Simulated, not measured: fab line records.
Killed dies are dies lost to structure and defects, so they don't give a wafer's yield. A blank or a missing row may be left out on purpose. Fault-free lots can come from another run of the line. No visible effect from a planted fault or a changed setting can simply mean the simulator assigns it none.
Matching of chambers    flow nand harc    NHARC_P_M0_DEP_32 on pecvd-04: 3 sister chambers
The step deposits SiCN, target thk 30 nm. 14 wafers are shown with their chamber, then 7 later ones without.

## EACH WAFER AND ITS CHAMBER
wafer   chamber  heater power w (W)  heater power outer w (W)  chamber pressure Torr (Torr)
L076.3  1        463                 263                       2.988
L076.4  2        586                 308                       2.996
L076.5  0        579                 302                       3.008
L081.1  2        668                 386                       2.998
L081.3  1        504                 283                       3.001
L081.6  2        675                 391                       2.992
L080.1  1        528                 316                       3.011
L080.3  0        595                 310                       3.001
L080.4  0        591                 306                       3.007
L084.4  1        527                 308                       2.996
L084.5  2        701                 410                       3.001
L084.6  0        572                 310                       2.990
L085.1  2        722                 410                       3.005
L085.4  2        713                 413                       3.006

SIGNATURES (means of the wafers above)
reading                chamber 0  chamber 1  chamber 2  scatter within a chamber
heater power w         584.25     505.50     677.50     37.4
heater power outer w   307.00     292.50     386.33     29.8
chamber pressure Torr  3.00150    2.99900    2.99967    0.00756
Rule: distance of a wafer from a chamber = root of the sum over the readings of ((wafer's reading minus chamber's mean) / reading's scatter) squared. If the next closest chamber is less than 2 further off than the closest, the wafer can't be placed; otherwise it belongs to the closest. The scatter: take each reading less its chamber's mean, square it, sum over the shown wafers, divide by the number of wafers less the number of chambers, and take the root.

## WAFERS WITHOUT THEIR CHAMBER
wafer   heater power w (W)  heater power outer w (W)  chamber pressure Torr (Torr)
L085.5  529                 312                       2.999
L090.1  477                 282                       3.010
L090.3  592                 317                       3.008
L090.6  501                 279                       3.003
L097.3  540                 306                       3.007
L097.4  562                 311                       2.998
L097.6  568                 293                       3.000

## CHAMBER TAKEN BY EACH
wafer   from the rows above      in truth
L085.5  can't be placed: 1 or 0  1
L090.1  can't be placed: 1 or 0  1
L090.3  can't be placed: 0 or 1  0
L090.6  can't be placed: 1 or 0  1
L097.3  can't be placed: 0 or 1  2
L097.4  can't be placed: 0 or 1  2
L097.6  can't be placed: 0 or 1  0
Correctly placed: 0 of 7. Unplaceable from these rows: 7, with the true chamber sitting among the candidates in 5. Placed wrongly: 0.
